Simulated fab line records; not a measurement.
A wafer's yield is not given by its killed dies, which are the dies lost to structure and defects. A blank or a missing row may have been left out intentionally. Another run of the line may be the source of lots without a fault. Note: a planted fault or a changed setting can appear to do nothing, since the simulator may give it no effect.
Matching of chambers ; flow nand-harc ; NHARC_A_STAIRCASE_ETCH_292 on rie-diel-04: 4 sister chambers
The step etches the open film in CF4/CHF3. 8 wafers are shown with their chamber, then 8 later ones without.

## WAFERS, EACH WITH ITS CHAMBER
wafer;chamber;drypump-motor-current-A (A);showerhead-plenum-p-Torr (Torr)
L074.2;1;5.6;1.54
L078.1;0;5.5;1.54
L078.3;2;5.2;1.60
L083.5;2;5.3;1.59
L087.2;3;6.6;1.69
L087.3;0;5.4;1.54
L087.5;3;6.6;1.69
L093.3;1;5.6;1.52

## WAFERS WHOSE CHAMBER IS MISSING
wafer;drypump-motor-current-A (A);showerhead-plenum-p-Torr (Torr)
L093.5;5.3;1.59
L093.6;6.5;1.68
L094.2;5.6;1.52
L094.4;5.5;1.53
L094.5;5.5;1.53
L096.2;6.6;1.68
L096.3;5.2;1.58
L096.5;5.6;1.52

## EACH ONE'S CHAMBER
wafer;from the rows above;in truth
L093.5;2;2
L093.6;3;3
L094.2;1;1
L094.4;can't be placed: 0 or 1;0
L094.5;can't be placed: 0 or 1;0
L096.2;3;3
L096.3;2;2
L096.5;1;1
6 of 8 placed correctly. These rows do not allow placing 2 (true chamber among the candidates in 2). Number placed wrongly: 0.
How it was worked out, from the rows above alone: a wafer's distance from a chamber is the root of the sum, over the readings, of the square of ((its reading less the chamber's mean) divided by the reading's scatter). The wafer belongs to the nearest chamber; if the next one is less than 2 further off, it can't be placed. The mean given for a chamber averages the wafers shown for that chamber. The scatter is the square root of a quotient: the sum, over the shown wafers, of each reading's squared deviation from its chamber's mean, divided by wafers minus chambers.
